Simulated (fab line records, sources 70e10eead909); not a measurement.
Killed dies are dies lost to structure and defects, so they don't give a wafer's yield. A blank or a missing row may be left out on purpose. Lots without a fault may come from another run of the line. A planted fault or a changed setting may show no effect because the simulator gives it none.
Chamber matching | flow nand_harc | NHARC_A_STAIRCASE_ALD_420 on ald_hk-01: 4 sister chambers
The step deposits SiO2, target thk 20 nm, pulse time 6 s, ald cycles 200. 7 wafers are shown with their chamber, then 9 later ones without.

WAFERS WITH THEIR CHAMBER
wafer  | chamber | heater_power_w (W) | precursor_pulse_height_rel
L082.5 | 0       | 478                | 1.005
L084.3 | 3       | 543                | 1.027
L084.5 | 1       | 465                | 0.968
L084.6 | 2       | 499                | 0.994
L087.3 | 2       | 499                | 0.986
L087.5 | 0       | 471                | 0.991
L087.6 | 3       | 545                | 0.997

WAFERS WITHOUT THEIR CHAMBER
wafer  | heater_power_w (W) | precursor_pulse_height_rel
L091.3 | 478                | 0.996
L091.4 | 496                | 0.999
L091.5 | 474                | 1.025
L095.2 | 552                | 0.998
L095.4 | 483                | 1.010
L095.5 | 481                | 0.998
L097.2 | 472                | 0.997
L097.3 | 456                | 0.999
L097.6 | 503                | 0.966

WHICH CHAMBER EACH WENT THROUGH
wafer  | from the rows above | in truth
L091.3 | 0                   | 0
L091.4 | 2                   | 2
L091.5 | 0                   | 0
L095.2 | 3                   | 3
L095.4 | 0                   | 0
L095.5 | 0                   | 0
L097.2 | 0                   | 0
L097.3 | 1                   | 1
L097.6 | 2                   | 2
Placed correctly: 9 of 9. Can't be placed from these rows: 0. Placed wrongly: 0.
How it was worked out, from the rows above alone: a wafer's distance from a chamber is the root of the sum, over the readings, of the square of ((its reading less the chamber's mean) divided by the reading's scatter). The wafer belongs to the nearest chamber; if the next one is less than 2 further off, it can't be placed. A chamber's mean is the mean of its shown wafers. The scatter: the root of (the sum of the squares of (reading less its chamber's mean) over the shown wafers, divided by (wafers less chambers)).
